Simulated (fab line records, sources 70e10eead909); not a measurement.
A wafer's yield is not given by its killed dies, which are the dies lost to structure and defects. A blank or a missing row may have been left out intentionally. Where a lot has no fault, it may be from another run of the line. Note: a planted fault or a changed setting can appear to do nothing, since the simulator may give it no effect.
Comparing a struck lot with a sound one    flow nand harc    15 steps out of a route of 1302
Sound: wafers L305.1, L305.3, L305.6. Wafers struck: L295.3, L295.5, L295.6. The cause comes at the end.
Per side, at each step with rows, come the tool, then ch with its chambers, and then its first start. Under that, the readings that differ: sound wafers    struck wafers    difference of the means    sigmas: that difference in standard deviations of wafers without a fault.
alike: a reading whose means differ by less than 2 such deviations, as well as words and numbers matching on both sides. not compared: withheld readings; readings where some wafer has no value; bounds like >300 that might hide an equal value; numbers whose values overlap and for which the record gives no deviation.
The two part at a step that has a row with sigmas, a row that says differs or no value, or rows on one side only. When numbers do not overlap yet have no deviation, they are printed without sigmas and do not part them. A reading missing from all wafers of one side parts the sides only when that side holds two or more wafers.

NHARC_A_ZERO_WELL_DESCUM_12: chemistry O2, time 3 s.
  sound on rie diel-09 ch 0,1,2, day 13 00:02; struck on rie diel-07 ch 0,1,2, day 8 19:01
  alike: chamber pressure mTorr, drypump motor current A, oes product au, rf vpp V, showerhead plenum p Torr, throttle valve pct
  not compared: rf hours counter h
NHARC_A_ZERO_WELL_ETCH_19: etches the open film in N2/H2, target depth 80 nm, overetch 24 nm, time 87.88 s.
  sound on rie diel-09 ch 2,3, day 13 00:06; struck on rie diel-07 ch 0,1, day 8 19:05
  alike: chamber pressure mTorr, drypump motor current A, oes product au, rf vpp V, showerhead plenum p Torr, throttle valve pct
  not compared: rf hours counter h
NHARC_A_ZERO_WELL_ETCH_13: etches the open film in HBr/Cl2, target depth 120 nm, time 40.1 s.
  sound on rie si-03 ch 0,3, day 13 00:13; struck on rie si-06 ch 0,1, day 8 19:13
  alike: chamber pressure mTorr, drypump motor current A, oes product au, throttle valve pct
  not compared: rf hours counter h
then, 4 steps without rows for these wafers: NHARC_A_ZERO_WELL_STRIP_14 (strips in SPM, time 900 s); NHARC_A_ZERO_WELL_IMPLANT_15; NHARC_A_ZERO_WELL_PRECLEAN_22 (cleans in SC1, time 60 s); NHARC_A_ZERO_WELL_SRD_23.
NHARC_A_ZERO_WELL_RTA_16: time 10 s.
  sound on rtp anneal-01 ch 0, day 13 01:10; struck on rtp anneal-02 ch 0, day 8 20:11
reading              sound           struck          difference  sigmas
lamp power pct (%)   31.8 31.8 31.8  29.1 29.1 29.1  -2.7        -2
lamp_zone_3_pct (%)  31.8 31.8 31.8  29.2 29.1 29.1  -2.7        -2
  alike: wafer_temp_C_max
NHARC_A_ZERO_WELL_INSPECT_17:
  sound on defect inspect-01 at day 13 01:22; struck on defect inspect-01 at day 8 20:21
  alike: raw defect count
then, 2 steps without rows for these wafers: NHARC_A_SOURCE_PLATE_PRECLEAN_00 (cleans in HF-LAST, time 60 s); NHARC_A_SOURCE_PLATE_SRD_01.
NHARC_A_SOURCE_PLATE_OXIDE_02: material SiO2, target thk 10 nm, ox time 1362 s.
  sound on furnace-03 ch 0, day 13 03:39; struck on furnace-03 ch 0, day 9 03:18
  alike: ox temp c, ox time s, zone power lower pct
NHARC_A_SOURCE_PLATE_THK_MEAS_09: measures by ellipsometry.
  sound on film metro-01 at day 13 07:44; struck on film metro-02 at day 9 07:43
reading      sound        struck          difference  sigmas
thk nm (nm)  9.7 7.9 8.5  16.2 14.8 15.5  +6.8        +6
then, 1 step without rows for these wafers: NHARC_A_SOURCE_PLATE_PVD_04 (deposits WSi2, target thk 50 nm).
-- record jumps: 17 days between struck wafers' starts before vs after; left off in module A_SOURCE_PLATE, resumes in module END, first step shown is number 1302 of the route --
NHARC_END_SORT_01:
  sound on prober-02 ch 0, day 30 08:37; struck on prober-02 ch 0, day 25 22:20
  alike: killed at array, killed at other, killed at periphery, killed dies, killed open, killed short

## WHERE THEY PART
At NHARC_A_ZERO_WELL_RTA_16 first; at NHARC_A_SOURCE_PLATE_THK_MEAS_09 last (within this record only). Later steps at which nothing parts them and some readings are alike: NHARC_END_SORT_01.

WHY: what the simulator had put in
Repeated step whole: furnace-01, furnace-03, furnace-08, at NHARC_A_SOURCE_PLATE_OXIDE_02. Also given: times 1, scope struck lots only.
